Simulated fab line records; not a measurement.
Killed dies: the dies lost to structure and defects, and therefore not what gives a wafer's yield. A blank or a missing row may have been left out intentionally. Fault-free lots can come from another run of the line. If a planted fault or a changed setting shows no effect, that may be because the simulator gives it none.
Which tool was responsible? / flow nand-harc / 72 wafers from 24 lots sampled at 3 of the route's 1302 steps

WHAT THE GAUGES SHOWED, per wafer
NHARC_A_CONTACT_INSPECT_44.
lot=L074; measured=day 21 17:44; on=defect-inspect-02; raw-defect-count=56 62 59
lot=L076; measured=day 22 10:14; on=defect-inspect-02; raw-defect-count=20 17 22
lot=L075; measured=day 22 10:05; on=defect-inspect-01; raw-defect-count=124 144 141
lot=L077; measured=day 22 11:38; on=defect-inspect-02; raw-defect-count=67 58 62
lot=L078; measured=day 22 21:20; on=defect-inspect-01; raw-defect-count=67 71 53
lot=L080; measured=day 23 08:01; on=defect-inspect-02; raw-defect-count=23 27 23
lot=L079; measured=day 23 07:09; on=defect-inspect-01; raw-defect-count=136 163 142
lot=L081; measured=day 24 14:17; on=defect-inspect-02; raw-defect-count=94 112 120
lot=L082; measured=day 24 13:43; on=defect-inspect-01; raw-defect-count=91 74 78
lot=L084; measured=day 25 12:12; on=defect-inspect-02; raw-defect-count=26 22 33
lot=L085; measured=day 25 11:46; on=defect-inspect-02; raw-defect-count=128 123 117
lot=L083; measured=day 25 21:55; on=defect-inspect-01; raw-defect-count=126 129 145
lot=L086; measured=day 26 10:12; on=defect-inspect-01; raw-defect-count=22 18 19
lot=L087; measured=day 26 19:25; on=defect-inspect-02; raw-defect-count=31 33 30
lot=L091; measured=day 27 19:28; on=defect-inspect-01; raw-defect-count=54 40 59
lot=L090; measured=day 27 19:05; on=defect-inspect-02; raw-defect-count=107 78 93
lot=L089; measured=day 27 23:33; on=defect-inspect-01; raw-defect-count=101 84 108
lot=L088; measured=day 28 00:15; on=defect-inspect-02; raw-defect-count=139 124 96
lot=L092; measured=day 29 00:16; on=defect-inspect-02; raw-defect-count=116 112 134
lot=L093; measured=day 29 11:14; on=defect-inspect-02; raw-defect-count=109 105 115
lot=L094; measured=day 29 13:58; on=defect-inspect-01; raw-defect-count=72 75 76
lot=L095; measured=day 30 02:14; on=defect-inspect-02; raw-defect-count=85 80 95
lot=L096; measured=day 30 13:41; on=defect-inspect-01; raw-defect-count=41 33 48
lot=L097; measured=day 30 20:55; on=defect-inspect-01; raw-defect-count=137 133 134

EACH LOT AND THE TOOL THAT RAN IT (in order: tool; ch and the chambers of the sampled wafers; start)
lot=L074; NHARC_A_WL_FILL_ALD_19=ald-metal-04 ch 1,2, day 21 06:07; NHARC_A_CONTACT_DEP_29=pecvd-04 ch 0,1,2, day 21 17:05
lot=L076; NHARC_A_WL_FILL_ALD_19=ald-metal-04 ch 0,3, day 22 02:23; NHARC_A_CONTACT_DEP_29=pecvd-04 ch 0,2, day 22 09:21
lot=L075; NHARC_A_WL_FILL_ALD_19=ald-metal-03 ch 0,3, day 22 02:24; NHARC_A_CONTACT_DEP_29=pecvd-01 ch 0,2, day 22 09:16
lot=L077; NHARC_A_WL_FILL_ALD_19=ald-metal-04 ch 0,1,3, day 22 04:59; NHARC_A_CONTACT_DEP_29=pecvd-01 ch 1,2, day 22 10:47
lot=L078; NHARC_A_WL_FILL_ALD_19=ald-metal-02 ch 0,1,2, day 22 14:45; NHARC_A_CONTACT_DEP_29=pecvd-02 ch 0,1,2, day 22 20:40
lot=L080; NHARC_A_WL_FILL_ALD_19=ald-metal-04 ch 0,1,3, day 22 19:29; NHARC_A_CONTACT_DEP_29=pecvd-02 ch 0,1,2, day 23 07:10
lot=L079; NHARC_A_WL_FILL_ALD_19=ald-metal-03 ch 0,2, day 22 19:30; NHARC_A_CONTACT_DEP_29=pecvd-01 ch 0, day 23 06:23
lot=L081; NHARC_A_WL_FILL_ALD_19=ald-metal-03 ch 0,2,3, day 24 03:36; NHARC_A_CONTACT_DEP_29=pecvd-02 ch 1,2, day 24 13:26
lot=L082; NHARC_A_WL_FILL_ALD_19=ald-metal-04 ch 1,2,3, day 24 03:37; NHARC_A_CONTACT_DEP_29=pecvd-01 ch 1,2, day 24 12:52
lot=L084; NHARC_A_WL_FILL_ALD_19=ald-metal-02 ch 1,2, day 25 05:09; NHARC_A_CONTACT_DEP_29=pecvd-02 ch 0,1,2, day 25 11:25
lot=L085; NHARC_A_WL_FILL_ALD_19=ald-metal-03 ch 1,2,3, day 25 05:10; NHARC_A_CONTACT_DEP_29=pecvd-04 ch 0,1, day 25 10:59
lot=L083; NHARC_A_WL_FILL_ALD_19=ald-metal-04 ch 1,2,3, day 25 15:11; NHARC_A_CONTACT_DEP_29=pecvd-01 ch 1,2, day 25 21:04
lot=L086; NHARC_A_WL_FILL_ALD_19=ald-metal-02 ch 0,1,3, day 26 00:54; NHARC_A_CONTACT_DEP_29=pecvd-01 ch 1,2, day 26 09:21
lot=L087; NHARC_A_WL_FILL_ALD_19=ald-metal-04 ch 0,1, day 26 12:48; NHARC_A_CONTACT_DEP_29=pecvd-01 ch 0,1,2, day 26 18:37
lot=L091; NHARC_A_WL_FILL_ALD_19=ald-metal-03 ch 0,2,3, day 27 11:45; NHARC_A_CONTACT_DEP_29=pecvd-02 ch 1,2, day 27 18:32
lot=L090; NHARC_A_WL_FILL_ALD_19=ald-metal-02 ch 1,2,3, day 27 11:46; NHARC_A_CONTACT_DEP_29=pecvd-01 ch 0,2, day 27 18:26
lot=L089; NHARC_A_WL_FILL_ALD_19=ald-metal-04 ch 0,1,3, day 27 14:50; NHARC_A_CONTACT_DEP_29=pecvd-04 ch 0,1,2, day 27 22:44
lot=L088; NHARC_A_WL_FILL_ALD_19=ald-metal-02 ch 0,2, day 27 14:51; NHARC_A_CONTACT_DEP_29=pecvd-01 ch 0,1,2, day 27 23:26
lot=L092; NHARC_A_WL_FILL_ALD_19=ald-metal-04 ch 0,2, day 28 14:56; NHARC_A_CONTACT_DEP_29=pecvd-01 ch 0,1,2, day 28 23:33
lot=L093; NHARC_A_WL_FILL_ALD_19=ald-metal-03 ch 1,2, day 29 04:48; NHARC_A_CONTACT_DEP_29=pecvd-04 ch 0,1,2, day 29 10:36
lot=L094; NHARC_A_WL_FILL_ALD_19=ald-metal-04 ch 0,2,3, day 29 07:23; NHARC_A_CONTACT_DEP_29=pecvd-04 ch 0,1,2, day 29 13:15
lot=L095; NHARC_A_WL_FILL_ALD_19=ald-metal-04 ch 0,3, day 29 17:53; NHARC_A_CONTACT_DEP_29=pecvd-04 ch 1,2, day 30 01:25
lot=L096; NHARC_A_WL_FILL_ALD_19=ald-metal-02 ch 1,2,3, day 30 07:07; NHARC_A_CONTACT_DEP_29=pecvd-02 ch 0,2, day 30 12:50
lot=L097; NHARC_A_WL_FILL_ALD_19=ald-metal-02 ch 0,1,3, day 30 14:15; NHARC_A_CONTACT_DEP_29=pecvd-04 ch 0,1,2, day 30 20:04
- NHARC_A_WL_FILL_ALD_19: deposits TiN, target thk 2 nm, pulse time 3 s, ald cycles 100.
- NHARC_A_CONTACT_DEP_29: deposits SiON, target thk 100 nm.

AS READ BY THE TOOLS THEMSELVES (means over the sampled wafers that have a number; for cases with no such wafer, the mark the record gives instead)
NHARC_A_WL_FILL_ALD_19.
lot=L074; tool=ald-metal-04; heater-power-w (W)=1216; precursor-pulse-height-rel=1.013
lot=L076; tool=ald-metal-04; heater-power-w (W)=985; precursor-pulse-height-rel=1.017
lot=L075; tool=ald-metal-03; heater-power-w (W)=1157; precursor-pulse-height-rel=0.990
lot=L077; tool=ald-metal-04; heater-power-w (W)=1023; precursor-pulse-height-rel=1.003
lot=L078; tool=ald-metal-02; heater-power-w (W)=1093; precursor-pulse-height-rel=0.987
lot=L080; tool=ald-metal-04; heater-power-w (W)=1012; precursor-pulse-height-rel=1.003
lot=L079; tool=ald-metal-03; heater-power-w (W)=1238; precursor-pulse-height-rel=0.985
lot=L081; tool=ald-metal-03; heater-power-w (W)=1187; precursor-pulse-height-rel=0.978
lot=L082; tool=ald-metal-04; heater-power-w (W)=1121; precursor-pulse-height-rel=1.013
lot=L084; tool=ald-metal-02; heater-power-w (W)=1123; precursor-pulse-height-rel=0.984
lot=L085; tool=ald-metal-03; heater-power-w (W)=1101; precursor-pulse-height-rel=0.988
lot=L083; tool=ald-metal-04; heater-power-w (W)=1111; precursor-pulse-height-rel=1.020
lot=L086; tool=ald-metal-02; heater-power-w (W)=1066; precursor-pulse-height-rel=1.001
lot=L087; tool=ald-metal-04; heater-power-w (W)=999; precursor-pulse-height-rel=0.995
lot=L091; tool=ald-metal-03; heater-power-w (W)=1169; precursor-pulse-height-rel=1.016
lot=L090; tool=ald-metal-02; heater-power-w (W)=1095; precursor-pulse-height-rel=0.989
lot=L089; tool=ald-metal-04; heater-power-w (W)=1033; precursor-pulse-height-rel=0.997
lot=L088; tool=ald-metal-02; heater-power-w (W)=1095; precursor-pulse-height-rel=1.005
lot=L092; tool=ald-metal-04; heater-power-w (W)=1052; precursor-pulse-height-rel=0.987
lot=L093; tool=ald-metal-03; heater-power-w (W)=1045; precursor-pulse-height-rel=0.992
lot=L094; tool=ald-metal-04; heater-power-w (W)=1063; precursor-pulse-height-rel=0.994
lot=L095; tool=ald-metal-04; heater-power-w (W)=946; precursor-pulse-height-rel=0.988
lot=L096; tool=ald-metal-02; heater-power-w (W)=1103; precursor-pulse-height-rel=1.000
lot=L097; tool=ald-metal-02; heater-power-w (W)=1073; precursor-pulse-height-rel=1.005

NHARC_A_CONTACT_DEP_29.
lot=L074; tool=pecvd-04; heater-power-w (W)=675
lot=L076; tool=pecvd-04; heater-power-w (W)=720
lot=L075; tool=pecvd-01; heater-power-w (W)=701
lot=L077; tool=pecvd-01; heater-power-w (W)=767
lot=L078; tool=pecvd-02; heater-power-w (W)=723
lot=L080; tool=pecvd-02; heater-power-w (W)=729
lot=L079; tool=pecvd-01; heater-power-w (W)=655
lot=L081; tool=pecvd-02; heater-power-w (W)=723
lot=L082; tool=pecvd-01; heater-power-w (W)=706
lot=L084; tool=pecvd-02; heater-power-w (W)=709
lot=L085; tool=pecvd-04; heater-power-w (W)=767
lot=L083; tool=pecvd-01; heater-power-w (W)=795
lot=L086; tool=pecvd-01; heater-power-w (W)=708
lot=L087; tool=pecvd-01; heater-power-w (W)=763
lot=L091; tool=pecvd-02; heater-power-w (W)=675
lot=L090; tool=pecvd-01; heater-power-w (W)=693
lot=L089; tool=pecvd-04; heater-power-w (W)=697
lot=L088; tool=pecvd-01; heater-power-w (W)=737
lot=L092; tool=pecvd-01; heater-power-w (W)=752
lot=L093; tool=pecvd-04; heater-power-w (W)=783
lot=L094; tool=pecvd-04; heater-power-w (W)=764
lot=L095; tool=pecvd-04; heater-power-w (W)=776
lot=L096; tool=pecvd-02; heater-power-w (W)=693
lot=L097; tool=pecvd-04; heater-power-w (W)=752

THE ANSWER, worked out from the rows above alone
Rule: usual is defined by the lots themselves. Put in order of their means at a reading, lots are off if they are a third of the lots or fewer, leave a main group of 4 or more, and stand apart from it by a gap of 3 or more times the standard deviation of the main group's means; of several such gaps the widest counts. Not used: any main group whose means are identical at the precision the tables above print for the reading. A lot without any number at a reading at which 4 lots or more have one is off too. Any other lot the step has rows for is counted as sound. Order of review: gauges by route order, followed by the tools' own readings, for which a lot's mean as printed above is used. The first step at which some lot is off is used, and at that step the reading that is off furthest; a lot without a number counts as furthest.
Nothing can be told from this: no lot is off at any reading shown.

WHAT THE SIMULATOR PUT IN
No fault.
